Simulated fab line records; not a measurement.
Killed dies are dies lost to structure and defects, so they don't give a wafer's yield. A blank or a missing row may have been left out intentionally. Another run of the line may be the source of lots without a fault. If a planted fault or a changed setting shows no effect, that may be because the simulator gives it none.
2 desks looking at one fault + flow nand-harc + every desk sees just its own numbers, and what lay behind them comes last

## FOR THE TOOL OWNER'S DESK: pecvd-01
The tool's own readings at NHARC_A_DECK1_JOINT_DEP_16 (deposits SiO2, target thk 45 nm): means of the sampled wafers that have a number, for each lot that ran on this tool. If a lot's mean is further than 4 standard deviations from the usual mean, the lot is out of limits and carries the mark OUT (the distance appears in the brackets).
Columns: A = heater-power-w at NHARC_A_DECK1_JOINT_DEP_16, usual 602 W; B = throttle-valve-pct at NHARC_A_DECK1_JOINT_DEP_16, usual 16.0 %
| lot  | first seen here | A   | B    |
|------|-----------------|-----|------|
| L167 | day 12 09:34    | 531 | 15.7 |
| L176 | day 16 20:14    | 572 | 16.0 |
| L177 | day 17 13:37    | 603 | 15.8 |
| L185 | day 20 18:58    | 502 | 15.7 |
This desk's finding: nothing out of limits on any of the 4 lots.

## THE METROLOGY DESK
Lot by lot, what the gauges showed, no matter which tool ran the lot: averages of those sampled wafers that carry a number. If a lot's mean is further than 4 standard deviations from the usual mean, the lot is out of limits and carries the mark OUT (the distance appears in the brackets).
Columns: A = thk-nm at NHARC_A_CHANNEL_FILL_D1_THK_MEAS_06, usual 5.0 nm; B = thk-nm at NHARC_A_DECK1_JOINT_THK_MEAS_14, usual 51.3 nm; C = thk-nm at NHARC_A_DECK1_JOINT_THK_MEAS_17, usual 45.0 nm; D = thk-nm at NHARC_A_ONON_D2_THK_MEAS_11, usual 998 nm
| lot  | first seen here | A   | B    | C               | D    |
|------|-----------------|-----|------|-----------------|------|
| L167 | day 10 11:38    | 4.3 | 50.7 | 45.3            | 990  |
| L166 | day 10 11:39    | 5.2 | 51.6 | 44.8            | 1001 |
| L172 | day 13 05:47    | 5.9 | 49.4 | 45.9            | 993  |
| L176 | day 14 21:15    | 4.0 | 52.3 | 56.0 (+9.1) OUT | 997  |
| L177 | day 15 09:05    | 5.8 | 50.5 | 56.7 (+9.8) OUT | 991  |
| L178 | day 15 09:05    | 5.9 | 48.9 | 45.4            | 987  |
| L180 | day 16 18:05    | 5.7 | 51.9 | 45.4            | 992  |
| L179 | day 17 00:24    | 5.0 | 52.0 | 45.5            | 999  |
| L182 | day 17 00:25    | 4.2 | 52.1 | 45.1            | 1009 |
| L185 | day 18 16:23    | 3.7 | 51.2 | 45.9            | 986  |
| L186 | day 18 16:24    | 4.4 | 52.4 | 45.7            | 1006 |
| L187 | day 19 12:19    | 4.2 | 51.1 | 43.6            | 1005 |
| L188 | day 19 18:54    | 5.5 | 50.6 | 45.3            | 1009 |
This desk's verdict: out of limits on L176, L177, starting with L176 at day 16 20:29 (thk-nm at NHARC_A_DECK1_JOINT_THK_MEAS_17). L167, L166, L172, L178, L180, L179, L182, L185, L186, L187, L188: within limits.

## PUT TOGETHER
At day 16 20:29 the metrology desk could have sounded an alarm, on L176, L177.
Nothing out of limits was seen by the tool owner's desk.
On record at the tool owner's desk: L176, L177, within its limits.
NHARC_A_DECK1_JOINT_DEP_16 was run on pecvd-01 by each of the lots named.

## WHAT THE SIMULATOR HAD INSERTED
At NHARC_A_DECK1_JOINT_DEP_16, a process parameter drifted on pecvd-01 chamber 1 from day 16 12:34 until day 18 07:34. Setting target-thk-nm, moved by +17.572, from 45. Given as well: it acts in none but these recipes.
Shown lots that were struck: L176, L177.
Time in hours between the start of the fault and the first out-of-limits reading at each desk: metrology desk, 8.
